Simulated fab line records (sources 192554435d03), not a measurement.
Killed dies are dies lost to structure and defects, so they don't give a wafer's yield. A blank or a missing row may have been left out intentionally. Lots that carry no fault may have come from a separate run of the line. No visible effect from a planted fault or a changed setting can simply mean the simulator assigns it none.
What tool caused it? || flow n5 finfet || 35 wafers from 12 lots sampled at 4 of the route's 1938 steps

== WHAT THE GAUGES READ, wafer by wafer ==
N5_BEOL_M10_CD_MEAS_11 targets a cd of 64.1 nm.
{"lot": "L994", "measured": "day 9 18:53", "on": "cd sem-02", "cd nm (nm)": "63.5 63.8 63.1"}
{"lot": "L995", "measured": "day 10 03:44", "on": "cd sem-01", "cd nm (nm)": "64.2 64.7"}
{"lot": "L101", "measured": "day 11 20:52", "on": "cd sem-01", "cd nm (nm)": "64.2 64.0 63.9"}
{"lot": "L102", "measured": "day 12 08:52", "on": "cd sem-03", "cd nm (nm)": "65.0 63.6 63.9"}
{"lot": "L108", "measured": "day 13 09:47", "on": "cd sem-02", "cd nm (nm)": "64.2 63.2 63.6"}
{"lot": "L109", "measured": "day 14 05:21", "on": "cd sem-03", "cd nm (nm)": "64.1 62.9 64.4"}
{"lot": "L112", "measured": "day 14 20:57", "on": "cd sem-03", "cd nm (nm)": "64.6 63.8 63.8"}
{"lot": "L115", "measured": "day 15 04:25", "on": "cd sem-03", "cd nm (nm)": "63.8 63.6 63.1"}
{"lot": "L113", "measured": "day 15 08:34", "on": "cd sem-02", "cd nm (nm)": "64.6 64.0 63.7"}
{"lot": "L114", "measured": "day 15 12:14", "on": "cd sem-02", "cd nm (nm)": "63.4 64.2 62.9"}
{"lot": "L117", "measured": "day 15 15:07", "on": "cd sem-03", "cd nm (nm)": "63.2 63.7 64.4"}
{"lot": "L116", "measured": "day 15 23:17", "on": "cd sem-01", "cd nm (nm)": "63.5 64.6 63.5"}

== EACH LOT AND THE TOOL THAT RAN IT (in order: tool; ch and the chambers of the sampled wafers; start) ==
{"lot": "L994", "N5_BEOL_M9_SPUTTER_48": "pvd sputter-01, day 9 16:10", "N5_BEOL_M10_HM_DEP_02": "pvd sputter-02, day 9 18:23", "N5_BEOL_M10_COAT_60": "litho track-01 ch 0, day 9 18:31"}
{"lot": "L995", "N5_BEOL_M9_SPUTTER_48": "pvd sputter-03, day 10 00:55", "N5_BEOL_M10_HM_DEP_02": "pvd sputter-02, day 10 03:14", "N5_BEOL_M10_COAT_60": "litho track-05 ch 0, day 10 03:22"}
{"lot": "L101", "N5_BEOL_M9_SPUTTER_48": "pvd sputter-02, day 11 17:35", "N5_BEOL_M10_HM_DEP_02": "pvd sputter-01, day 11 20:22", "N5_BEOL_M10_COAT_60": "litho track-04 ch 0, day 11 20:30"}
{"lot": "L102", "N5_BEOL_M9_SPUTTER_48": "pvd sputter-03, day 12 05:41", "N5_BEOL_M10_HM_DEP_02": "pvd sputter-01, day 12 08:22", "N5_BEOL_M10_COAT_60": "litho track-04 ch 0, day 12 08:29"}
{"lot": "L108", "N5_BEOL_M9_SPUTTER_48": "pvd sputter-02, day 13 06:43", "N5_BEOL_M10_HM_DEP_02": "pvd sputter-02, day 13 09:17", "N5_BEOL_M10_COAT_60": "litho track-01 ch 0, day 13 09:25"}
{"lot": "L109", "N5_BEOL_M9_SPUTTER_48": "pvd sputter-02, day 14 02:40", "N5_BEOL_M10_HM_DEP_02": "pvd sputter-01, day 14 04:51", "N5_BEOL_M10_COAT_60": "litho track-05 ch 0, day 14 04:59"}
{"lot": "L112", "N5_BEOL_M9_SPUTTER_48": "pvd sputter-01, day 14 17:52", "N5_BEOL_M10_HM_DEP_02": "pvd sputter-01, day 14 20:27", "N5_BEOL_M10_COAT_60": "litho track-05 ch 0, day 14 20:35"}
{"lot": "L115", "N5_BEOL_M9_SPUTTER_48": "pvd sputter-02, day 15 00:47", "N5_BEOL_M10_HM_DEP_02": "pvd sputter-02, day 15 03:55", "N5_BEOL_M10_COAT_60": "litho track-01 ch 0, day 15 04:02"}
{"lot": "L113", "N5_BEOL_M9_SPUTTER_48": "pvd sputter-02, day 15 05:09", "N5_BEOL_M10_HM_DEP_02": "pvd sputter-03, day 15 08:04", "N5_BEOL_M10_COAT_60": "litho track-05 ch 0, day 15 08:12"}
{"lot": "L114", "N5_BEOL_M9_SPUTTER_48": "pvd sputter-03, day 15 09:07", "N5_BEOL_M10_HM_DEP_02": "pvd sputter-01, day 15 11:44", "N5_BEOL_M10_COAT_60": "litho track-01 ch 0, day 15 11:52"}
{"lot": "L117", "N5_BEOL_M9_SPUTTER_48": "pvd sputter-03, day 15 11:32", "N5_BEOL_M10_HM_DEP_02": "pvd sputter-02, day 15 14:44", "N5_BEOL_M10_COAT_60": "litho track-05 ch 0, day 15 14:52"}
{"lot": "L116", "N5_BEOL_M9_SPUTTER_48": "pvd sputter-01, day 15 20:08", "N5_BEOL_M10_HM_DEP_02": "pvd sputter-01, day 15 22:55", "N5_BEOL_M10_COAT_60": "litho track-04 ch 0, day 15 23:02"}
- N5_BEOL_M9_SPUTTER_48: material Cu, target thk 12 nm, time 2 s.
- N5_BEOL_M10_HM_DEP_02: deposits TiN, target thk 20 nm.
- N5_BEOL_M10_COAT_60: time 60 s, resist thk 30 nm.

== AS READ BY THE TOOLS THEMSELVES (means over the sampled wafers that have a number; for cases with no such wafer, the mark the record gives instead) ==
N5_BEOL_M9_SPUTTER_48.
{"lot": "L994", "tool": "pvd sputter-01", "substrate temp c (C)": -19.97, "throttle valve pct (%)": 29.9}
{"lot": "L995", "tool": "pvd sputter-03", "substrate temp c (C)": -20.05, "throttle valve pct (%)": 29.6}
{"lot": "L101", "tool": "pvd sputter-02", "substrate temp c (C)": -20.02, "throttle valve pct (%)": 30.0}
{"lot": "L102", "tool": "pvd sputter-03", "substrate temp c (C)": -20.01, "throttle valve pct (%)": 30.8}
{"lot": "L108", "tool": "pvd sputter-02", "substrate temp c (C)": -19.93, "throttle valve pct (%)": 30.6}
{"lot": "L109", "tool": "pvd sputter-02", "substrate temp c (C)": -19.89, "throttle valve pct (%)": 30.7}
{"lot": "L112", "tool": "pvd sputter-01", "substrate temp c (C)": -19.98, "throttle valve pct (%)": 30.0}
{"lot": "L115", "tool": "pvd sputter-02", "substrate temp c (C)": -20.06, "throttle valve pct (%)": 30.4}
{"lot": "L113", "tool": "pvd sputter-02", "substrate temp c (C)": -20.07, "throttle valve pct (%)": 30.4}
{"lot": "L114", "tool": "pvd sputter-03", "substrate temp c (C)": -19.91, "throttle valve pct (%)": 30.1}
{"lot": "L117", "tool": "pvd sputter-03", "substrate temp c (C)": -20.04, "throttle valve pct (%)": 31.1}
{"lot": "L116", "tool": "pvd sputter-01", "substrate temp c (C)": -20.05, "throttle valve pct (%)": 29.9}

N5_BEOL_M10_HM_DEP_02.
{"lot": "L994", "tool": "pvd sputter-02", "substrate temp c (C)": 24.97, "throttle valve pct (%)": 30.2}
{"lot": "L995", "tool": "pvd sputter-02", "substrate temp c (C)": 24.98, "throttle valve pct (%)": 30.3}
{"lot": "L101", "tool": "pvd sputter-01", "substrate temp c (C)": 24.94, "throttle valve pct (%)": 30.1}
{"lot": "L102", "tool": "pvd sputter-01", "substrate temp c (C)": 24.98, "throttle valve pct (%)": 30.1}
{"lot": "L108", "tool": "pvd sputter-02", "substrate temp c (C)": 24.97, "throttle valve pct (%)": 30.2}
{"lot": "L109", "tool": "pvd sputter-01", "substrate temp c (C)": 24.94, "throttle valve pct (%)": 30.0}
{"lot": "L112", "tool": "pvd sputter-01", "substrate temp c (C)": 24.95, "throttle valve pct (%)": 29.7}
{"lot": "L115", "tool": "pvd sputter-02", "substrate temp c (C)": 24.98, "throttle valve pct (%)": 30.6}
{"lot": "L113", "tool": "pvd sputter-03", "substrate temp c (C)": 24.97, "throttle valve pct (%)": 30.0}
{"lot": "L114", "tool": "pvd sputter-01", "substrate temp c (C)": 24.90, "throttle valve pct (%)": 29.9}
{"lot": "L117", "tool": "pvd sputter-02", "substrate temp c (C)": 25.02, "throttle valve pct (%)": 30.7}
{"lot": "L116", "tool": "pvd sputter-01", "substrate temp c (C)": 25.08, "throttle valve pct (%)": 30.1}

N5_BEOL_M10_COAT_60.
{"lot": "L994", "tool": "litho track-01", "heater power total W (W)": 427.6, "run length s (s)": 66.15}
{"lot": "L995", "tool": "litho track-05", "heater power total W (W)": 428.2, "run length s (s)": 66.14}
{"lot": "L101", "tool": "litho track-04", "heater power total W (W)": 450.3, "run length s (s)": 60.62}
{"lot": "L102", "tool": "litho track-04", "heater power total W (W)": 439.6, "run length s (s)": 63.28}
{"lot": "L108", "tool": "litho track-01", "heater power total W (W)": 426.5, "run length s (s)": 66.13}
{"lot": "L109", "tool": "litho track-05", "heater power total W (W)": 425.8, "run length s (s)": 66.23}
{"lot": "L112", "tool": "litho track-05", "heater power total W (W)": 426.2, "run length s (s)": 66.18}
{"lot": "L115", "tool": "litho track-01", "heater power total W (W)": 429.4, "run length s (s)": 66.06}
{"lot": "L113", "tool": "litho track-05", "heater power total W (W)": 426.8, "run length s (s)": 66.09}
{"lot": "L114", "tool": "litho track-01", "heater power total W (W)": 426.5, "run length s (s)": 66.06}
{"lot": "L117", "tool": "litho track-05", "heater power total W (W)": 425.1, "run length s (s)": 66.35}
{"lot": "L116", "tool": "litho track-04", "heater power total W (W)": 426.6, "run length s (s)": 66.00}

== THE ANSWER, worked out from the rows above alone ==
Rule: what is usual is taken from the lots themselves. Put in order of their means at a reading, lots are off if they are a third of the lots or fewer, leave a main group of 4 or more, and stand apart from it by a gap of 3 or more times the standard deviation of the main group's means; of several such gaps the widest counts. A main group whose means are all the same, to the digits that the tables above print for the reading, isn't used. Also off: a lot with no number at a reading for which 4 or more lots have one. All remaining lots with rows at the step are treated as sound. The gauges are gone through in route order, then the tools' own readings, and for those a lot's mean is taken as printed above. At the first step where some lot is off, the reading lying furthest off is the one used; lots without a number count as furthest.
Off at N5_BEOL_M10_COAT_60 (run length s): L101, L102. The main group: mean 66.14 s, standard deviation 0.094.
A tool fits if, at that step or a process step before it, it ran every lot that is off, and no sound lot after the first of them. None of those tried fits.

== WHAT THE SIMULATOR PUT IN ==
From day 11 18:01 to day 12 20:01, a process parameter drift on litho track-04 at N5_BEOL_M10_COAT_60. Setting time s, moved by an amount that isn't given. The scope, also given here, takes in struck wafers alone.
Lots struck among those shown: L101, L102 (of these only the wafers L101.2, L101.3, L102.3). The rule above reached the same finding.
